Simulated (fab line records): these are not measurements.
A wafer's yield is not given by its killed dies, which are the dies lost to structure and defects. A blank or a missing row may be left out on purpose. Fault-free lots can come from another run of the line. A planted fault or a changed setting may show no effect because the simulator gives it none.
fab line records || flow n5-finfet
record: {"lots": 5, "wafers": 12, "last-day": 16}
route steps=1938 shown BEOL_M12@1647 BEOL_M13@1659
lots untouched by any fault: they come from a run of this same line in which no faults occurred
start-h: hours from the record's first day to the start of the lot's first wafer shown || wait-h: hours elapsed since this lot's preceding step || " as in the row above || L1.1+2: a row that stands for several wafers || - value missing, or start not given || * or withheld: withheld || < > ~ a bound
route shown NAME@n: a module of which the file shows steps, and the number in the route of the first || usual: mean/standard deviation of fault-free wafers || same: alike in all rows || chamber/n: place in a boat || sites: readings site by site || _std_site: standard deviation of those values || _edge_site: inner sites' mean taken away from outer sites' mean || radius-mm: for every site, how far away it sits from the centre of the wafer || mask NAME#n: copy n || behind: tool/chamber where the wafer was last shaped || hold: reason for holding the lot/hours on hold/outcome of the hold || device: transistor that didn't switch, given as n, p or np || end of line: the same wafers' tests at the end of the route || where a step has no rows: the recipe by itself || killed: count of dies lost to structure and defects at first sort (not the wafer's yield) || map: the dies of a wafer, with x for killed, . for not killed, _ for no die there
set.NAME: the setting as run; set.NAME@STEP: as run at that earlier step || model.NAME: the simulator's own value behind a step, which no gauge read
certain route steps with their lots: each step a table, each wafer a row
services: when a tool's chamber went out of use (start-h, in hours from the record's first day, below 0 if earlier), for how many hours, and the reason
== steps ==
step: N5_BEOL_M12_PRE_CLEAN_42
recipe: {"gas": "H2/He", "time-s": 30, "temp-c": 250}
step: N5_BEOL_M12_SPUTTER_43
recipe: {"material": "TaN", "target-thk-a": 150, "temp-c": 50, "bias-v": 168.6, "power-w": 15000, "chamber-pressure-pa": 0.12, "time-s": 24.19}
step: N5_BEOL_M12_SPUTTER_44
recipe: {"material": "Ta", "target-thk-a": 100, "temp-c": 50, "bias-v": 80, "power-w": 15000, "chamber-pressure-pa": 0.07, "time-s": 16.13}
step: N5_BEOL_M12_SPUTTER_45
recipe: {"material": "Cu", "target-thk-a": 800, "temp-c": -20, "bias-v": 60, "power-w": 26000, "chamber-pressure-pa": 0.13, "time-s": 13.33}
step: N5_BEOL_M12_ECD_47
recipe: {"material": "Cu", "target-thk-a": 7200}
step: N5_BEOL_M12_ANNEAL_48
recipe: {"temp-c": 225, "time-s": 90, "ambient": "N2"}
step: N5_BEOL_M12_CMP_49
recipe: {"stop-on": "SiOC", "t-overpolish-s": 20.6, "down-force-psi": 1, "platen-rpm": 50, "clearing-platen-down-force-psi": 1.5, "clearing-platen-rpm": 50, "post-cmp-clean": "cu-alkaline", "target-thk-nm": 320, "clearing-platen-pad-velocity-m-s": 0.99484, "pad-velocity-m-s": 0.99484}
step: N5_BEOL_M12_PRE_CLEAN_52
recipe: {"gas": "NH3", "time-s": 15, "temp-c": "withheld", "rf-power-w": 300}
step: N5_BEOL_M12_DEP_53
recipe: {"material": "SiCN", "target-thk-a": 300, "temp-c": "withheld", "precursor": "3MS/NH3", "pressure-torr": 3, "rf-w": 675, "time-s": 10.5}
step: N5_BEOL_M13_ILD_DEP_00
recipe: {"material": "SiOC", "target-thk-a": 8379.2, "temp-c": 350, "precursor": "DEMS/O2", "pressure-torr": 5, "rf-w": 500, "time-s": 166.4}
usual: {"heater-power-w": "417/60", "run-length-s": "211.3/0.39", "showerhead-plenum-p-Torr": "5.692/0.015", "throttle-valve-pct": "11.9/0.5"}
{"lot.wafer": "L902.1", "tool": "pecvd-02", "chamber": 1, "start-h": 274.84, "wait-h": 0.0, "heater-power-w": 502, "run-length-s": 211.2, "showerhead-plenum-p-Torr": 5.699, "throttle-valve-pct": 12.3, "model.SiOC_of_BEOL_M13_ILD_DEP_00.thk-nm": 818.4}
{"lot.wafer": "L902.4", "tool": "pecvd-02", "chamber": 2, "start-h": 274.84, "wait-h": 0.0, "heater-power-w": 494, "run-length-s": 211.0, "showerhead-plenum-p-Torr": 5.706, "throttle-valve-pct": 11.1, "model.SiOC_of_BEOL_M13_ILD_DEP_00.thk-nm": 832.8}
{"lot.wafer": "L902.6", "tool": "pecvd-02", "chamber": 0, "start-h": 274.84, "wait-h": 0.0, "heater-power-w": 445, "run-length-s": 211.8, "showerhead-plenum-p-Torr": 5.674, "throttle-valve-pct": 12.7, "model.SiOC_of_BEOL_M13_ILD_DEP_00.thk-nm": 835.2}
{"lot.wafer": "L910.1", "tool": "pecvd-02", "chamber": 0, "start-h": 324.73, "wait-h": 0.0, "heater-power-w": 485, "run-length-s": 211.5, "showerhead-plenum-p-Torr": 5.668, "throttle-valve-pct": 12.4, "model.SiOC_of_BEOL_M13_ILD_DEP_00.thk-nm": 843.6}
{"lot.wafer": "L910.6", "tool": "pecvd-02", "chamber": 1, "start-h": 324.73, "wait-h": 0.0, "heater-power-w": 480, "run-length-s": 147.3, "showerhead-plenum-p-Torr": 5.706, "throttle-valve-pct": 12.1, "model.SiOC_of_BEOL_M13_ILD_DEP_00.thk-nm": 504.4}
{"lot.wafer": "L911.2", "tool": "pecvd-02", "chamber": 1, "start-h": 327.88, "wait-h": 0.0, "heater-power-w": 447, "run-length-s": 147.3, "showerhead-plenum-p-Torr": 5.696, "throttle-valve-pct": 12.3, "model.SiOC_of_BEOL_M13_ILD_DEP_00.thk-nm": 498}
{"lot.wafer": "L911.6", "tool": "pecvd-02", "chamber": 1, "start-h": 327.88, "wait-h": 0.0, "heater-power-w": 506, "run-length-s": 147.0, "showerhead-plenum-p-Torr": 5.722, "throttle-valve-pct": 11.9, "model.SiOC_of_BEOL_M13_ILD_DEP_00.thk-nm": 509.6}
{"lot.wafer": "L912.2", "tool": "pecvd-02", "chamber": 1, "start-h": 329.61, "wait-h": 0.0, "heater-power-w": 481, "run-length-s": 146.5, "showerhead-plenum-p-Torr": 5.701, "throttle-valve-pct": 12.1, "model.SiOC_of_BEOL_M13_ILD_DEP_00.thk-nm": 514.4}
{"lot.wafer": "L912.6", "tool": "pecvd-02", "chamber": 2, "start-h": 329.61, "wait-h": 0.0, "heater-power-w": 469, "run-length-s": 147.4, "showerhead-plenum-p-Torr": 5.688, "throttle-valve-pct": 10.8, "model.SiOC_of_BEOL_M13_ILD_DEP_00.thk-nm": 523.4}
{"lot.wafer": "L916.3", "tool": "pecvd-01", "chamber": 0, "start-h": 359.29, "wait-h": 0.0, "heater-power-w": 338, "run-length-s": 211.6, "showerhead-plenum-p-Torr": 5.703, "throttle-valve-pct": 12.1, "model.SiOC_of_BEOL_M13_ILD_DEP_00.thk-nm": 834.2}
{"lot.wafer": "L916.4", "tool": "pecvd-01", "chamber": 1, "start-h": 359.29, "wait-h": 0.0, "heater-power-w": 384, "run-length-s": 210.5, "showerhead-plenum-p-Torr": 5.707, "throttle-valve-pct": 12.1, "model.SiOC_of_BEOL_M13_ILD_DEP_00.thk-nm": 836.6}
{"lot.wafer": "L916.6", "tool": "pecvd-01", "chamber": 0, "start-h": 359.29, "wait-h": 0.0, "heater-power-w": 368, "run-length-s": 211.4, "showerhead-plenum-p-Torr": 5.693, "throttle-valve-pct": 12.0, "model.SiOC_of_BEOL_M13_ILD_DEP_00.thk-nm": 851.2}
step: N5_BEOL_M13_THK_MEAS_01
recipe: {"reads": "SiOC_of_BEOL_M13_ILD_DEP_00"}
usual: {"M13_ILD_THK": "838/9.4"}
{"lot.wafer": "L902.1", "tool": "film-metro-02", "chamber": "-", "start-h": 275.00, "wait-h": 0.1, "M13_ILD_THK[nm]": 819}
{"lot.wafer": "L902.4", "tool": "film-metro-02", "chamber": "-", "start-h": 275.00, "wait-h": 0.1, "M13_ILD_THK[nm]": 833}
{"lot.wafer": "L902.6", "tool": "film-metro-02", "chamber": "-", "start-h": 275.00, "wait-h": 0.1, "M13_ILD_THK[nm]": 835}
{"lot.wafer": "L910.1", "tool": "film-metro-02", "chamber": "-", "start-h": 324.88, "wait-h": 0.1, "M13_ILD_THK[nm]": 844}
{"lot.wafer": "L910.6", "tool": "film-metro-02", "chamber": "-", "start-h": 324.88, "wait-h": 0.1, "M13_ILD_THK[nm]": 504}
{"lot.wafer": "L911.2", "tool": "film-metro-02", "chamber": "-", "start-h": 328.09, "wait-h": 0.2, "M13_ILD_THK[nm]": 498}
{"lot.wafer": "L911.6", "tool": "film-metro-02", "chamber": "-", "start-h": 328.09, "wait-h": 0.2, "M13_ILD_THK[nm]": 510}
{"lot.wafer": "L912.2", "tool": "film-metro-01", "chamber": "-", "start-h": 329.76, "wait-h": 0.1, "M13_ILD_THK[nm]": 514}
{"lot.wafer": "L912.6", "tool": "film-metro-01", "chamber": "-", "start-h": 329.76, "wait-h": 0.1, "M13_ILD_THK[nm]": 523}
{"lot.wafer": "L916.3", "tool": "film-metro-01", "chamber": "-", "start-h": 359.45, "wait-h": 0.1, "M13_ILD_THK[nm]": 835}
{"lot.wafer": "L916.4", "tool": "film-metro-01", "chamber": "-", "start-h": 359.45, "wait-h": 0.1, "M13_ILD_THK[nm]": 837}
{"lot.wafer": "L916.6", "tool": "film-metro-01", "chamber": "-", "start-h": 359.45, "wait-h": 0.1, "M13_ILD_THK[nm]": 851}
step: N5_BEOL_M13_COAT_58
recipe: {"resist": "BARC", "temp-c": 205, "time-s": 60, "spin-rpm": 1500, "resist-thk-nm": 89}
step: N5_BEOL_M13_COAT_04
recipe: {"spin-rpm": 1625, "resist-thk-nm": 400}
step: N5_BEOL_M13_EBR_06
recipe: {"solvent": "PGMEA", "ebr-width-mm": 1.5}
step: N5_BEOL_M13_SOFTBAKE_05
recipe: {"temp-c": 130, "time-s": 60}
step: N5_BEOL_M13_EXPOSE_07
recipe: {"mask-id": "V12", "na": 0.93, "source-shape": "conventional", "sigma-outer": 0.6, "polarization": "unpolarized", "attpsm-phase-deg": 180, "dose-mj": 24.8}
step: N5_BEOL_M13_PEB_08
recipe: {"peb-temp-c": 130, "peb-time-s": 90}
step: N5_BEOL_M13_DEVELOP_09
recipe: {"develop-time-s": 45, "rinse-liquid": "diw", "dry": "air-spin", "dev-temp-c": 21}
step: N5_BEOL_M13_HARDBAKE_14
recipe: {"temp-c": 130, "time-s": 120}
step: N5_BEOL_M13_DESCUM_15
recipe: {"chemistry": "O2", "time-s": 7.9, "source-power-w": 50, "bias-power-w": 20, "pressure-mtorr": 20, "rf-frequency-hz": 2.712e+07, "temp-c": 40, "o2-flow-sccm": 225}
step: N5_BEOL_M13_ETCH_59
recipe: {"chemistry": "N2/H2", "target": "BARC", "target-depth-a": 890, "overetch-a": 267, "time-s": 67.9, "ion-energy-ev": 200, "pressure-mtorr": 30, "source-w": 840, "bias-w": 150, "n2-flow-sccm": 200, "h2-flow-sccm": 200}
step: N5_BEOL_M13_VIA_ETCH_16
recipe: {"chemistry": "C4F8/O2/Ar", "target": "SiOC", "pressure-mtorr": 30, "source-w": 3000, "bias-w": 700, "Ar_flow_sccm": 400, "C4F8_flow_sccm": 15, "O2_flow_sccm": 8, "he-inner-torr": 15, "he-outer-torr": 30, "target-depth-a": 9217, "time-s": "withheld", "ion-energy-ev": 250, "ends": "cleared"}
usual: {"bias-w": "699.8/2.1", "chamber-pressure-mTorr": "29.993/0.025", "drypump-motor-current-A": "5.7/0.52", "oes-product-au": "0.71/0.06", "rf-vpp-V": "666/3.3", "showerhead-plenum-p-Torr": "3.44/0.11", "throttle-valve-pct": "24.21/0.23"}
{"lot.wafer": "L902.1", "tool": "rie-diel-02", "chamber": 1, "start-h": 275.71, "wait-h": 0.0, "bias-w": 699.5, "chamber-pressure-mTorr": 30.016, "drypump-motor-current-A": 5.5, "oes-product-au": 0.65, "rf-vpp-V": 668, "showerhead-plenum-p-Torr": 3.51, "throttle-valve-pct": 24.23, "model.etch.depth-nm": 818.4, "model.coat_of_BEOL_M13_COAT_04.thk-nm": 77.8}
{"lot.wafer": "L902.4", "tool": "rie-diel-02", "chamber": 3, "start-h": 275.71, "wait-h": 0.0, "bias-w": 704.6, "chamber-pressure-mTorr": 29.983, "drypump-motor-current-A": 6.6, "oes-product-au": 0.80, "rf-vpp-V": 667, "showerhead-plenum-p-Torr": 3.47, "throttle-valve-pct": 23.89, "model.etch.depth-nm": 832.9, "model.coat_of_BEOL_M13_COAT_04.thk-nm": 71.2}
{"lot.wafer": "L902.6", "tool": "rie-diel-02", "chamber": 2, "start-h": 275.71, "wait-h": 0.0, "bias-w": 697.6, "chamber-pressure-mTorr": 30.009, "drypump-motor-current-A": 5.1, "oes-product-au": 0.71, "rf-vpp-V": 661, "showerhead-plenum-p-Torr": 3.31, "throttle-valve-pct": 24.07, "model.etch.depth-nm": 835.3, "model.coat_of_BEOL_M13_COAT_04.thk-nm": 71.8}
{"lot.wafer": "L910.1", "tool": "rie-diel-02", "chamber": 0, "start-h": 325.36, "wait-h": 0.0, "bias-w": 704.0, "chamber-pressure-mTorr": 29.974, "drypump-motor-current-A": 5.1, "oes-product-au": 0.76, "rf-vpp-V": 669, "showerhead-plenum-p-Torr": 3.60, "throttle-valve-pct": 24.52, "model.etch.depth-nm": 843.6, "model.coat_of_BEOL_M13_COAT_04.thk-nm": 68.6}
{"lot.wafer": "L910.6", "tool": "rie-diel-02", "chamber": 1, "start-h": 325.36, "wait-h": 0.0, "bias-w": 701.0, "chamber-pressure-mTorr": 29.969, "drypump-motor-current-A": 5.6, "oes-product-au": 0.65, "rf-vpp-V": 668, "showerhead-plenum-p-Torr": 3.50, "throttle-valve-pct": 24.27, "model.etch.depth-nm": 504.4, "model.coat_of_BEOL_M13_COAT_04.thk-nm": 170.6}
{"lot.wafer": "L911.2", "tool": "rie-diel-06", "chamber": 0, "start-h": 328.57, "wait-h": 0.0, "bias-w": 699.7, "chamber-pressure-mTorr": 29.999, "drypump-motor-current-A": 5.8, "oes-product-au": 0.73, "rf-vpp-V": 666, "showerhead-plenum-p-Torr": 3.45, "throttle-valve-pct": 23.94, "model.etch.depth-nm": 498.1, "model.coat_of_BEOL_M13_COAT_04.thk-nm": 171}
{"lot.wafer": "L911.6", "tool": "rie-diel-06", "chamber": 0, "start-h": 328.57, "wait-h": 0.0, "bias-w": 701.6, "chamber-pressure-mTorr": 29.987, "drypump-motor-current-A": 5.7, "oes-product-au": 0.73, "rf-vpp-V": 668, "showerhead-plenum-p-Torr": 3.45, "throttle-valve-pct": 23.93, "model.etch.depth-nm": 509.5, "model.coat_of_BEOL_M13_COAT_04.thk-nm": 168.6}
{"lot.wafer": "L912.2", "tool": "rie-diel-02", "chamber": 0, "start-h": 330.24, "wait-h": 0.0, "bias-w": 703.2, "chamber-pressure-mTorr": 30.024, "drypump-motor-current-A": 5.1, "oes-product-au": 0.75, "rf-vpp-V": 671, "showerhead-plenum-p-Torr": 3.60, "throttle-valve-pct": 24.54, "model.etch.depth-nm": 514.3, "model.coat_of_BEOL_M13_COAT_04.thk-nm": 165.2}
{"lot.wafer": "L912.6", "tool": "rie-diel-02", "chamber": 0, "start-h": 330.24, "wait-h": 0.0, "bias-w": 701.5, "chamber-pressure-mTorr": 29.963, "drypump-motor-current-A": 5.1, "oes-product-au": 0.77, "rf-vpp-V": 670, "showerhead-plenum-p-Torr": 3.60, "throttle-valve-pct": 24.53, "model.etch.depth-nm": 523.4, "model.coat_of_BEOL_M13_COAT_04.thk-nm": 163.8}
{"lot.wafer": "L916.3", "tool": "rie-diel-02", "chamber": 1, "start-h": 360.19, "wait-h": 0.0, "bias-w": 701.3, "chamber-pressure-mTorr": 29.986, "drypump-motor-current-A": 5.6, "oes-product-au": 0.63, "rf-vpp-V": 669, "showerhead-plenum-p-Torr": 3.50, "throttle-valve-pct": 24.28, "model.etch.depth-nm": 834.1, "model.coat_of_BEOL_M13_COAT_04.thk-nm": 71.6}
{"lot.wafer": "L916.4", "tool": "rie-diel-02", "chamber": 3, "start-h": 360.19, "wait-h": 0.0, "bias-w": 701.3, "chamber-pressure-mTorr": 29.974, "drypump-motor-current-A": 6.6, "oes-product-au": 0.75, "rf-vpp-V": 667, "showerhead-plenum-p-Torr": 3.46, "throttle-valve-pct": 23.95, "model.etch.depth-nm": 836.6, "model.coat_of_BEOL_M13_COAT_04.thk-nm": 69.6}
{"lot.wafer": "L916.6", "tool": "rie-diel-02", "chamber": 0, "start-h": 360.19, "wait-h": 0.0, "bias-w": 700.6, "chamber-pressure-mTorr": 29.966, "drypump-motor-current-A": 5.1, "oes-product-au": 0.75, "rf-vpp-V": 671, "showerhead-plenum-p-Torr": 3.60, "throttle-valve-pct": 24.54, "model.etch.depth-nm": 851.2, "model.coat_of_BEOL_M13_COAT_04.thk-nm": 64.2}
step: N5_BEOL_M13_STRIP_63
recipe: {"chemistry": "N2/H2", "power-w": 1000, "temp-c": 250, "h2-frac": 0.65, "overash-fraction": 0.3, "pressure-mtorr": 1000, "n2-flow-sccm": 1750, "h2-flow-sccm": 3250}
usual: {"chamber-pressure-mTorr": "1000.0/0.93", "drypump-motor-current-A": "5.84/0.046", "h2-flow-sccm": "3250/8.9", "heater-power-w": "353/39", "oes-product-au": "0.674/0.0046", "strip-time-to-endpoint-s": "27.9/0.94"}
{"lot.wafer": "L902.1", "tool": "plasma-asher-02", "chamber": 0, "start-h": 275.95, "wait-h": "-", "chamber-pressure-mTorr": 1001.0, "drypump-motor-current-A": 5.92, "h2-flow-sccm": 3257, "heater-power-w": 402, "oes-product-au": 0.677, "rf-hours-counter-h": 74, "strip-time-to-endpoint-s": 30.0}
{"lot.wafer": "L902.4", "tool": "plasma-asher-02", "chamber": 0, "start-h": 275.95, "wait-h": "-", "chamber-pressure-mTorr": 1000.9, "drypump-motor-current-A": 5.89, "h2-flow-sccm": 3263, "heater-power-w": 409, "oes-product-au": 0.675, "rf-hours-counter-h": "-", "strip-time-to-endpoint-s": 28.0}
{"lot.wafer": "L902.6", "tool": "plasma-asher-02", "chamber": 0, "start-h": 275.95, "wait-h": "-", "chamber-pressure-mTorr": 1000.0, "drypump-motor-current-A": 5.85, "h2-flow-sccm": 3247, "heater-power-w": 412, "oes-product-au": 0.666, "rf-hours-counter-h": "-", "strip-time-to-endpoint-s": 28.2}
{"lot.wafer": "L910.1", "tool": "plasma-asher-01", "chamber": 1, "start-h": 325.60, "wait-h": "-", "chamber-pressure-mTorr": 1001.3, "drypump-motor-current-A": 5.81, "h2-flow-sccm": 3253, "heater-power-w": 308, "oes-product-au": 0.675, "rf-hours-counter-h": 137, "strip-time-to-endpoint-s": 27.2}
{"lot.wafer": "L910.6", "tool": "plasma-asher-01", "chamber": 1, "start-h": 325.60, "wait-h": "-", "chamber-pressure-mTorr": 999.9, "drypump-motor-current-A": 5.83, "h2-flow-sccm": 3239, "heater-power-w": 299, "oes-product-au": 0.709, "rf-hours-counter-h": "-", "strip-time-to-endpoint-s": 55.0}
{"lot.wafer": "L911.2", "tool": "plasma-asher-02", "chamber": 1, "start-h": 328.80, "wait-h": "-", "chamber-pressure-mTorr": 1000.5, "drypump-motor-current-A": 5.80, "h2-flow-sccm": 3249, "heater-power-w": 336, "oes-product-au": 0.702, "rf-hours-counter-h": 82, "strip-time-to-endpoint-s": 55.2}
{"lot.wafer": "L911.6", "tool": "plasma-asher-02", "chamber": 0, "start-h": 328.80, "wait-h": "-", "chamber-pressure-mTorr": 998.9, "drypump-motor-current-A": 5.90, "h2-flow-sccm": 3261, "heater-power-w": 413, "oes-product-au": 0.707, "rf-hours-counter-h": "-", "strip-time-to-endpoint-s": 54.5}
{"lot.wafer": "L912.2", "tool": "plasma-asher-01", "chamber": 1, "start-h": 330.47, "wait-h": "-", "chamber-pressure-mTorr": 998.9, "drypump-motor-current-A": 5.84, "h2-flow-sccm": 3246, "heater-power-w": 311, "oes-product-au": 0.702, "rf-hours-counter-h": 138, "strip-time-to-endpoint-s": 53.6}
{"lot.wafer": "L912.6", "tool": "plasma-asher-01", "chamber": 0, "start-h": 330.47, "wait-h": "-", "chamber-pressure-mTorr": 1000.9, "drypump-motor-current-A": 5.83, "h2-flow-sccm": 3238, "heater-power-w": 372, "oes-product-au": 0.701, "rf-hours-counter-h": "-", "strip-time-to-endpoint-s": 53.3}
{"lot.wafer": "L916.3", "tool": "plasma-asher-01", "chamber": 0, "start-h": 360.45, "wait-h": "-", "chamber-pressure-mTorr": 999.9, "drypump-motor-current-A": 5.83, "h2-flow-sccm": 3246, "heater-power-w": 351, "oes-product-au": 0.678, "rf-hours-counter-h": "-", "strip-time-to-endpoint-s": 28.2}
{"lot.wafer": "L916.4", "tool": "plasma-asher-01", "chamber": 1, "start-h": 360.45, "wait-h": "-", "chamber-pressure-mTorr": 1000.3, "drypump-motor-current-A": 5.86, "h2-flow-sccm": 3244, "heater-power-w": 307, "oes-product-au": 0.677, "rf-hours-counter-h": "-", "strip-time-to-endpoint-s": 27.5}
{"lot.wafer": "L916.6", "tool": "plasma-asher-01", "chamber": 1, "start-h": 360.45, "wait-h": "-", "chamber-pressure-mTorr": 998.6, "drypump-motor-current-A": 5.87, "h2-flow-sccm": 3246, "heater-power-w": 307, "oes-product-au": 0.675, "rf-hours-counter-h": "-", "strip-time-to-endpoint-s": 25.9}
step: N5_BEOL_M13_STRIP_64
recipe: {"chemistry": "N2/H2", "power-w": 1000, "temp-c": 250, "h2-frac": 0.65, "overash-fraction": 0.3, "pressure-mtorr": "withheld", "n2-flow-sccm": 1750, "h2-flow-sccm": 3250}
step: N5_BEOL_M13_STRIP_71
recipe: {"chemistry": "post-etch-residue-remover", "time-s": 60, "temp-c": 25, "remover-ph": "withheld", "remover-water-wt-pct": "withheld", "remover-fluoride-wt-pct": "withheld"}
step: N5_BEOL_M13_SRD_72
recipe: {"time-s": 30, "temp-c": 23, "rinse-liquid": "diw", "dry": "n2-spin", "spin-rpm": 1500, "dry-time-s": 30}
step: N5_BEOL_M13_COAT_65
recipe: {"resist": "SOC", "temp-c": 250, "time-s": 60, "spin-rpm": 1500, "resist-thk-nm": 350}
step: N5_BEOL_M13_COAT_66
recipe: {"resist": "SiARC", "temp-c": 220, "time-s": 60, "spin-rpm": 1500, "resist-thk-nm": 110}
step: N5_BEOL_M13_COAT_22
recipe: {"spin-rpm": 2888, "resist-thk-nm": 300}
step: N5_BEOL_M13_EBR_24
recipe: {"solvent": "PGMEA", "ebr-width-mm": 1.5}
step: N5_BEOL_M13_SOFTBAKE_23
recipe: {"temp-c": 130, "time-s": 60}
step: N5_BEOL_M13_EXPOSE_25
recipe: {"mask-id": "M13", "na": 0.93, "source-shape": "conventional", "sigma-outer": 0.4, "polarization": "unpolarized", "target-cd-nm": 210, "dose-mj": 22}
step: N5_BEOL_M13_PEB_26
recipe: {"peb-temp-c": 130, "peb-time-s": 90}
step: N5_BEOL_M13_DEVELOP_27
recipe: {"develop-time-s": 45, "rinse-liquid": "diw", "dry": "air-spin", "dev-temp-c": 21}
step: N5_BEOL_M13_HARDBAKE_32
recipe: {"temp-c": 130, "time-s": 120}
step: N5_BEOL_M13_CMP_49
recipe: {"stop-on": "SiOC", "t-overpolish-s": 17.1, "down-force-psi": 1, "platen-rpm": 50, "clearing-platen-down-force-psi": 1.5, "clearing-platen-rpm": 50, "post-cmp-clean": "cu-alkaline", "target-thk-nm": 420, "clearing-platen-pad-velocity-m-s": 0.99484, "pad-velocity-m-s": 0.99484}
usual: {"motor-current-A": "6.0/0.67"}
{"lot.wafer": "L902.1", "tool": "cmp-04", "chamber": 2, "start-h": 282.90, "wait-h": 0.3, "motor-current-A": 5.6, "model.SiOC_of_BEOL_M13_ILD_DEP_00.thk-nm": 759.6}
{"lot.wafer": "L902.4", "tool": "cmp-04", "chamber": 0, "start-h": 282.90, "wait-h": 0.3, "motor-current-A": 5.7, "model.SiOC_of_BEOL_M13_ILD_DEP_00.thk-nm": 775.8}
{"lot.wafer": "L902.6", "tool": "cmp-04", "chamber": 2, "start-h": 282.90, "wait-h": 0.3, "motor-current-A": 5.8, "model.SiOC_of_BEOL_M13_ILD_DEP_00.thk-nm": 776.8}
{"lot.wafer": "L910.1", "tool": "cmp-02", "chamber": 0, "start-h": 328.88, "wait-h": 0.3, "motor-current-A": 5.3, "model.SiOC_of_BEOL_M13_ILD_DEP_00.thk-nm": 785.2}
{"lot.wafer": "L910.6", "tool": "cmp-02", "chamber": 3, "start-h": 328.88, "wait-h": 0.3, "motor-current-A": 7.8, "model.SiOC_of_BEOL_M13_ILD_DEP_00.thk-nm": 445.2}
{"lot.wafer": "L911.2", "tool": "cmp-02", "chamber": 2, "start-h": 332.68, "wait-h": 0.5, "motor-current-A": 5.7, "model.SiOC_of_BEOL_M13_ILD_DEP_00.thk-nm": 441.2}
{"lot.wafer": "L911.6", "tool": "cmp-02", "chamber": 1, "start-h": 332.68, "wait-h": 0.5, "motor-current-A": 5.6, "model.SiOC_of_BEOL_M13_ILD_DEP_00.thk-nm": 452}
{"lot.wafer": "L912.2", "tool": "cmp-04", "chamber": 2, "start-h": 333.24, "wait-h": 0.2, "motor-current-A": 5.3, "model.SiOC_of_BEOL_M13_ILD_DEP_00.thk-nm": 455.6}
{"lot.wafer": "L912.6", "tool": "cmp-04", "chamber": 3, "start-h": 333.24, "wait-h": 0.2, "motor-current-A": 6.2, "model.SiOC_of_BEOL_M13_ILD_DEP_00.thk-nm": 466.2}
{"lot.wafer": "L916.4", "tool": "cmp-03", "chamber": 3, "start-h": 364.94, "wait-h": 0.2, "motor-current-A": 6.5, "model.SiOC_of_BEOL_M13_ILD_DEP_00.thk-nm": 777.2}
{"lot.wafer": "L916.3", "tool": "cmp-03", "chamber": 0, "start-h": 364.94, "wait-h": 0.2, "motor-current-A": 6.0, "model.SiOC_of_BEOL_M13_ILD_DEP_00.thk-nm": 777}
{"lot.wafer": "L916.6", "tool": "cmp-03", "chamber": 3, "start-h": 364.94, "wait-h": 0.2, "motor-current-A": 6.3, "model.SiOC_of_BEOL_M13_ILD_DEP_00.thk-nm": 792.6}
== services ==
{"tool": "cmp-04", "chamber": "-", "start-h": 253.81, "hours": 6.2, "kind": "pm"}
{"tool": "plasma-asher-02", "chamber": "-", "start-h": 261.19, "hours": 2.8, "kind": "pm"}
{"tool": "cmp-03", "chamber": "-", "start-h": 263.69, "hours": 4.0, "kind": "pm"}
{"tool": "pecvd-02", "chamber": "-", "start-h": 266.62, "hours": 1.8, "kind": "repair"}
{"tool": "cmp-03", "chamber": "-", "start-h": 267.69, "hours": "-", "kind": "consumable-replace:conditioner"}
{"tool": "cmp-03", "chamber": "-", "start-h": 267.69, "hours": "-", "kind": "consumable-replace:pad"}
{"tool": "cmp-03", "chamber": "-", "start-h": 269.16, "hours": 8.9, "kind": "pm"}
{"tool": "plasma-asher-01", "chamber": "-", "start-h": 282.59, "hours": 1.4, "kind": "repair"}
{"tool": "rie-diel-06", "chamber": 2, "start-h": 297.63, "hours": 7.9, "kind": "repair"}
{"tool": "rie-diel-06", "chamber": "-", "start-h": 302.99, "hours": 14.6, "kind": "pm"}
{"tool": "pecvd-02", "chamber": 2, "start-h": 307.08, "hours": 5.5, "kind": "scheduled-down"}
{"tool": "plasma-asher-02", "chamber": "-", "start-h": 307.61, "hours": 2.4, "kind": "repair"}
{"tool": "pecvd-02", "chamber": 1, "start-h": 314.62, "hours": "-", "kind": "calibration"}
{"tool": "pecvd-01", "chamber": "-", "start-h": 316.10, "hours": 14.6, "kind": "pm"}
{"tool": "rie-diel-02", "chamber": 0, "start-h": 316.48, "hours": 3.8, "kind": "repair"}
{"tool": "pecvd-02", "chamber": 2, "start-h": 325.63, "hours": 3.6, "kind": "repair"}
{"tool": "rie-diel-06", "chamber": 0, "start-h": 329.38, "hours": 30.4, "kind": "repair"}
{"tool": "rie-diel-02", "chamber": 0, "start-h": 333.06, "hours": 3.4, "kind": "repair"}
{"tool": "rie-diel-06", "chamber": 2, "start-h": 337.79, "hours": 6.0, "kind": "repair"}
{"tool": "plasma-asher-01", "chamber": "-", "start-h": 349.76, "hours": 10.1, "kind": "repair"}
{"tool": "rie-diel-02", "chamber": 2, "start-h": 359.03, "hours": 13.7, "kind": "repair"}
== key ==
first-sign: {"step": "N5_BEOL_M13_ILD_DEP_00", "reading": "run-length-s", "direction": "down", "sigmas": "99+", "usual": "*", "struck": "*"}
effect: {"step": "N5_BEOL_M13_THK_MEAS_01", "reading": "M13_ILD_THK", "direction": "down", "sigmas": 35, "usual": 838, "struck": 510}
effect: {"step": "N5_BEOL_M13_STRIP_63", "reading": "strip-time-to-endpoint-s", "direction": "up", "sigmas": 28, "usual": "*", "struck": "*"}
model-effect: {"step": "N5_BEOL_M13_ILD_DEP_00", "value": "SiOC_of_BEOL_M13_ILD_DEP_00.thk-nm", "without": 835, "struck": 510}
model-effect: {"step": "N5_BEOL_M13_VIA_ETCH_16", "value": "etch.depth-nm", "without": 835.1, "struck": 509.9}
model-effect: {"step": "N5_BEOL_M13_CMP_49", "value": "SiOC_of_BEOL_M13_ILD_DEP_00.thk-nm", "without": 777.2, "struck": 452}
met-at N5_BEOL_M13_ILD_DEP_00
struck-wafers L910.6,L911.2,L911.6,L912.2,L912.6
onset-between 274.84 324.73
fault: {"kind": "process-parameter-drift", "tool": "pecvd-02", "chamber": "-", "onset-h": 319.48, "steps": "N5_BEOL_M13_ILD_DEP_00", "channel": "time-s", "offset": "*", "shape": "step", "end-h": 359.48, "scope": "struck-wafers-only", "acts-in": "*", "stated": "*"}
